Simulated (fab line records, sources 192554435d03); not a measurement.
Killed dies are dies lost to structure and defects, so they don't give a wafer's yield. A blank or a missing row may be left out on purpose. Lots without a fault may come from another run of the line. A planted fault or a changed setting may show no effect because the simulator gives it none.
One fault seen from 3 desks | flow n5_finfet | each desk has only its own numbers; what lay behind them comes last

THE TOOL OWNER'S DESK: pecvd-04
The tool's own readings at N5_BEOL_M3_ILD_DEP_00 (deposits SiOC from DEMS/O2, target thk 79 nm, time 15.3 s): means of the sampled wafers that have a number, for each lot that ran on this tool. A lot is out of limits, marked OUT, if its mean lies more than 4 standard deviations from the usual mean; the brackets give that distance.
Columns: A = chamber_pressure_Torr at N5_BEOL_M3_ILD_DEP_00, usual 5.000 Torr; B = heater_power_w at N5_BEOL_M3_ILD_DEP_00, usual 488 W; C = rf_fwd_power_W at N5_BEOL_M3_ILD_DEP_00, usual 493.5 W; D = showerhead_plenum_p_Torr at N5_BEOL_M3_ILD_DEP_00, usual 5.687 Torr; E = susceptor_temp_C at N5_BEOL_M3_ILD_DEP_00, usual 349.98 C; F = throttle_valve_pct at N5_BEOL_M3_ILD_DEP_00, usual 12.1 %
lot  | first seen here | A     | B   | C     | D     | E      | F
L479 | day 7 21:55     | 5.000 | 468 | 491.1 | 5.667 | 349.97 | 12.0
L488 | day 10 12:55    | 5.004 | 398 | 493.4 | 5.684 | 350.12 | 12.1
L490 | day 11 00:06    | 4.992 | 489 | 494.2 | 5.678 | 349.99 | 12.2
This desk's finding: nothing out of limits on any of the 3 lots.

THE METROLOGY DESK
What the gauges read, lot by lot, whatever tool the lot ran on: means of the sampled wafers that have a number. A lot is out of limits, marked OUT, if its mean lies more than 4 standard deviations from the usual mean; the brackets give that distance. Of its 11 readings 7 are shown: the one that was out of limits first, and those that lie furthest out on some lot.
Columns: A = M3_ILD_THK at N5_BEOL_M3_THK_MEAS_01, usual 79.1 nm; B = DIBL_P at N5_BEOL_M4_RC_MEAS_101, usual 36.5 mV/V; C = IOFF_P at N5_BEOL_M4_RC_MEAS_101, usual 0.22 nA/um; D = ION_N at N5_BEOL_M4_RC_MEAS_101, usual 675 uA/um; E = ION_P at N5_BEOL_M4_RC_MEAS_101, usual 463 uA/um; F = VT_N at N5_BEOL_M4_RC_MEAS_101, usual 249 mV; G = VT_P at N5_BEOL_M4_RC_MEAS_101, usual -250 mV
lot  | first seen here | A               | B    | C    | D   | E   | F   | G
L476 | day 7 16:22     | 79.2            | 36.3 | 0.19 | 664 | 454 | 251 | -255
L479 | day 7 21:58     | 78.7            | 35.0 | 0.19 | 666 | 454 | 252 | -251
L480 | day 8 00:33     | 79.9            | 32.7 | 0.15 | 654 | 450 | 255 | -256
L488 | day 10 12:59    | 91.8 (+14) OUT  | 37.5 | 0.25 | 676 | 469 | 248 | -248
L490 | day 11 00:10    | 103.0 (+26) OUT | 34.8 | 0.23 | 682 | 480 | 251 | -248
L493 | day 11 02:01    | 79.2            | 35.1 | 0.17 | 672 | 457 | 253 | -255
L494 | day 11 19:57    | 78.5            | 39.1 | 0.21 | 679 | 462 | 250 | -254
L496 | day 13 07:22    | 79.3            | 34.5 | 0.16 | 678 | 460 | 252 | -253
L497 | day 13 07:28    | 78.7            | 37.8 | 0.23 | 676 | 461 | 248 | -251
This desk's finding: out of limits on L488, L490; first on L488, day 10 12:59 (M3_ILD_THK at N5_BEOL_M3_THK_MEAS_01). In limits: L476, L479, L480, L493, L494, L496, L497.

THE DEFECT DESK
What the inspections along the route counted, lot by lot: means of the sampled wafers that have a number. A lot is out of limits, marked OUT, if its mean lies more than 4 standard deviations from the usual mean; the brackets give that distance.
Columns: A = raw_defect_count at N5_BEOL_M2_INSPECT_59, usual 69
lot  | first seen here | A
L476 | day 7 16:15     | 87
L479 | day 7 21:52     | 56
L480 | day 8 00:26     | 62
L488 | day 10 12:52    | 105
L490 | day 11 00:04    | 48
L493 | day 11 01:55    | 83
L494 | day 11 19:51    | 51
L496 | day 13 07:16    | 72
L497 | day 13 07:22    | 73
This desk's finding: nothing out of limits on any of the 9 lots.

PUT TOGETHER
The metrology desk could have raised an alarm at day 10 12:59, on L488, L490.
The tool owner's desk saw nothing out of limits.
The defect desk saw nothing out of limits.
The tool owner's desk has L488, L490 on record, within its limits.
The defect desk has L488, L490 on record, within its limits.
Of the lots named, all ran N5_BEOL_M3_ILD_DEP_00 on pecvd-04.

WHAT THE SIMULATOR HAD PUT IN
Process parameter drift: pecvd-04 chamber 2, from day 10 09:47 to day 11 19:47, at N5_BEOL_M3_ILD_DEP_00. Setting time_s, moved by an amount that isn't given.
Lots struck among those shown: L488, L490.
Hours from the fault's start to each desk's first reading out of limits: the metrology desk, 3.
